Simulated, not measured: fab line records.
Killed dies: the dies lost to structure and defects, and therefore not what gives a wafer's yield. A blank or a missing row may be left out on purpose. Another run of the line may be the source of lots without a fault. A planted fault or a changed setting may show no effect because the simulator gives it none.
Which tool is to blame? :: flow nand-harc :: Sampling: 13 lots, 39 wafers, 5 of 1302 route steps

== WHAT EACH GAUGE READ, for each wafer ==
NHARC_A_SGD_CUT_INSPECT_25.
lot: L715
measured: day 19 22:28
on: defect-inspect-01
raw-defect-count: 391 552 411

lot: L713
measured: day 19 22:28
on: defect-inspect-02
raw-defect-count: 299 254 329

lot: L714
measured: day 19 22:32
on: defect-inspect-02
raw-defect-count: 406 412 307

lot: L718
measured: day 21 06:51
on: defect-inspect-01
raw-defect-count: 343 265 354

lot: L720
measured: day 23 00:46
on: defect-inspect-02
raw-defect-count: 463 542 412

lot: L721
measured: day 23 07:17
on: defect-inspect-01
raw-defect-count: 295 369 239

lot: L723
measured: day 23 11:54
on: defect-inspect-02
raw-defect-count: 327 353 343

lot: L722
measured: day 23 11:56
on: defect-inspect-01
raw-defect-count: 324 305 261

lot: L728
measured: day 25 02:11
on: defect-inspect-01
raw-defect-count: 437 356 395

lot: L727
measured: day 25 02:12
on: defect-inspect-02
raw-defect-count: 336 372 329

lot: L730
measured: day 26 17:26
on: defect-inspect-02
raw-defect-count: 249 384 296

lot: L734
measured: day 28 20:59
on: defect-inspect-02
raw-defect-count: 316 516 363

lot: L735
measured: day 28 21:01
on: defect-inspect-02
raw-defect-count: 349 309 480

NHARC_A_SIN_REMOVE_INSPECT_04.
lot: L715
measured: day 20 17:46
on: defect-inspect-01
raw-defect-count: 383 471 420

lot: L713
measured: day 20 17:46
on: defect-inspect-02
raw-defect-count: 338 322 387

lot: L714
measured: day 20 23:05
on: defect-inspect-02
raw-defect-count: 414 440 315

lot: L718
measured: day 22 01:52
on: defect-inspect-02
raw-defect-count: 356 289 355

lot: L720
measured: day 23 20:51
on: defect-inspect-01
raw-defect-count: 461 541 422

lot: L721
measured: day 24 01:31
on: defect-inspect-01
raw-defect-count: 299 386 279

lot: L723
measured: day 24 05:56
on: defect-inspect-02
raw-defect-count: 354 369 293

lot: L722
measured: day 24 07:31
on: defect-inspect-02
raw-defect-count: 345 345 334

lot: L728
measured: day 25 22:40
on: defect-inspect-01
raw-defect-count: 391 342 400

lot: L727
measured: day 25 20:55
on: defect-inspect-02
raw-defect-count: 338 397 360

lot: L730
measured: day 27 12:04
on: defect-inspect-01
raw-defect-count: 243 363 299

lot: L734
measured: day 29 16:23
on: defect-inspect-02
raw-defect-count: 380 527 437

lot: L735
measured: day 29 20:11
on: defect-inspect-02
raw-defect-count: 396 345 526

NHARC_A_WL_FILL_INSPECT_15.
lot: L715
measured: day 21 11:32
on: defect-inspect-02
raw-defect-count: 664 532 438

lot: L713
measured: day 21 11:39
on: defect-inspect-01
raw-defect-count: 474 352 396

lot: L714
measured: day 21 17:26
on: defect-inspect-01
raw-defect-count: 478 708 395

lot: L718
measured: day 23 00:18
on: defect-inspect-02
raw-defect-count: 384 426 489

lot: L720
measured: day 24 16:20
on: defect-inspect-02
raw-defect-count: 527 539 478

lot: L721
measured: day 24 19:50
on: defect-inspect-01
raw-defect-count: 372 391 323

lot: L723
measured: day 25 00:23
on: defect-inspect-02
raw-defect-count: 505 492 491

lot: L722
measured: day 25 00:20
on: defect-inspect-01
raw-defect-count: 380 485 468

lot: L728
measured: day 26 18:19
on: defect-inspect-01
raw-defect-count: 532 382 484

lot: L727
measured: day 26 18:19
on: defect-inspect-02
raw-defect-count: 631 631 620

lot: L730
measured: day 28 06:11
on: defect-inspect-02
raw-defect-count: 252 313 283

lot: L734
measured: day 30 10:14
on: defect-inspect-01
raw-defect-count: 547 672 591

lot: L735
measured: day 30 14:01
on: defect-inspect-01
raw-defect-count: 345 314 447

NHARC_END_SORT_01.
lot: L714
measured: day 25 00:32
on: prober-01
killed-at-array: 64 52 82
killed-at-other: 1 0 1
killed-at-periphery: 6 8 5
killed-dies: 71 60 88
killed-open: 4 2 1
killed-short: 2 2 2

== WHAT TOOL EACH LOT RAN ON (gives the tool, then ch and the chambers of the sampled wafers, and finally the start) ==
lot: L715
NHARC_A_WL_FILL_ETCHBACK_16: rie-diel-04 ch 0,2,3, day 21 05:07

lot: L713
NHARC_A_WL_FILL_ETCHBACK_16: rie-diel-03 ch 0,2,3, day 21 05:01

lot: L714
NHARC_A_WL_FILL_ETCHBACK_16: rie-diel-03 ch 0,1,3, day 21 10:40

lot: L718
NHARC_A_WL_FILL_ETCHBACK_16: rie-diel-03 ch 2,3, day 22 17:40

lot: L720
NHARC_A_WL_FILL_ETCHBACK_16: rie-diel-03 ch 0,1,3, day 24 09:46

lot: L721
NHARC_A_WL_FILL_ETCHBACK_16: rie-diel-04 ch 0,1,3, day 24 12:50

lot: L723
NHARC_A_WL_FILL_ETCHBACK_16: rie-diel-03 ch 1,2,3, day 24 17:46

lot: L722
NHARC_A_WL_FILL_ETCHBACK_16: rie-diel-06 ch 1,3, day 24 17:50

lot: L728
NHARC_A_WL_FILL_ETCHBACK_16: rie-diel-06 ch 0,2,3, day 26 11:53

lot: L727
NHARC_A_WL_FILL_ETCHBACK_16: rie-diel-03 ch 0,1,2, day 26 11:56

lot: L730
NHARC_A_WL_FILL_ETCHBACK_16: rie-diel-06 ch 0,1,2, day 27 23:37

lot: L734
NHARC_A_WL_FILL_ETCHBACK_16: rie-diel-06 ch 1,3, day 30 03:44

lot: L735
NHARC_A_WL_FILL_ETCHBACK_16: rie-diel-04 ch 0,1,2, day 30 07:29
- NHARC_A_WL_FILL_ETCHBACK_16: etches the open film in C4F8/O2/Ar, target depth 120 nm, time 24 s.

== WHAT THE TOOLS THEMSELVES READ (means of the sampled wafers that have a number; where no wafer has one, the mark that the record gives instead) ==
NHARC_A_WL_FILL_ETCHBACK_16.
lot: L715
tool: rie-diel-04
oes-product-au (a.u.): 1.01
rf-fwd-power-W (W): 585
rf-vpp-V (V): 725

lot: L713
tool: rie-diel-03
oes-product-au (a.u.): 1.00
rf-fwd-power-W (W): 592
rf-vpp-V (V): 723

lot: L714
tool: rie-diel-03
oes-product-au (a.u.): 0.99
rf-fwd-power-W (W): 590
rf-vpp-V (V): 721

lot: L718
tool: rie-diel-03
oes-product-au (a.u.): 0.98
rf-fwd-power-W (W): 592
rf-vpp-V (V): 727

lot: L720
tool: rie-diel-03
oes-product-au (a.u.): 0.99
rf-fwd-power-W (W): 592
rf-vpp-V (V): 721

lot: L721
tool: rie-diel-04
oes-product-au (a.u.): 0.99
rf-fwd-power-W (W): 586
rf-vpp-V (V): 725

lot: L723
tool: rie-diel-03
oes-product-au (a.u.): 0.93
rf-fwd-power-W (W): 591
rf-vpp-V (V): 724

lot: L722
tool: rie-diel-06
oes-product-au (a.u.): 0.93
rf-fwd-power-W (W): 588
rf-vpp-V (V): 727

lot: L728
tool: rie-diel-06
oes-product-au (a.u.): 1.00
rf-fwd-power-W (W): 591
rf-vpp-V (V): 724

lot: L727
tool: rie-diel-03
oes-product-au (a.u.): 1.04
rf-fwd-power-W (W): 624
rf-vpp-V (V): 720

lot: L730
tool: rie-diel-06
oes-product-au (a.u.): 0.93
rf-fwd-power-W (W): 591
rf-vpp-V (V): 719

lot: L734
tool: rie-diel-06
oes-product-au (a.u.): 0.96
rf-fwd-power-W (W): 589
rf-vpp-V (V): 727

lot: L735
tool: rie-diel-04
oes-product-au (a.u.): 0.98
rf-fwd-power-W (W): 589
rf-vpp-V (V): 725

== THE ANSWER, worked out from the rows above alone ==
Rule: what is usual is taken from the lots themselves. Put in order of their means at a reading, lots are off if they are a third of the lots or fewer, leave a main group of 4 or more, and stand apart from it by a gap of 3 or more times the standard deviation of the main group's means; of several such gaps the widest counts. A main group is skipped when, at the precision printed for the reading in the tables above, its means are all equal. A lot without any number at a reading at which 4 lots or more have one is off too. The other lots that the step has rows for count as sound. First the gauges in route order, then the tools' own readings, where a lot's mean is used as printed above. The first step at which some lot is off is used, and at that step the reading that is off furthest; a lot without a number counts as furthest.
Off, at NHARC_A_WL_FILL_ETCHBACK_16 on rf-fwd-power-W: L727. For the main group the mean is 590 W and the standard deviation 2.2.
If a tool, at that step or one of the process steps before it, ran each lot that is off and ran no sound lot following the first of them, it fits. One fits: NHARC_A_WL_FILL_ETCHBACK_16 on rie-diel-03. Its last sound lot is L723 (day 24 17:46), its first lot that is off L727 (day 26 11:56): a fault that began between those two fits.
On the lots that are off, the tool's own readings at NHARC_A_WL_FILL_ETCHBACK_16 differ by more than 5 times the standard deviation of the sound lots' means, which bears it out; rf-fwd-power-W reads 624 W there versus 590 W on the sound lots.

== WHAT THE SIMULATOR HAD INSERTED ==
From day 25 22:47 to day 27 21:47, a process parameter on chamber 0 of rie-diel-03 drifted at NHARC_A_WL_FILL_ETCHBACK_16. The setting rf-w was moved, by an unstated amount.
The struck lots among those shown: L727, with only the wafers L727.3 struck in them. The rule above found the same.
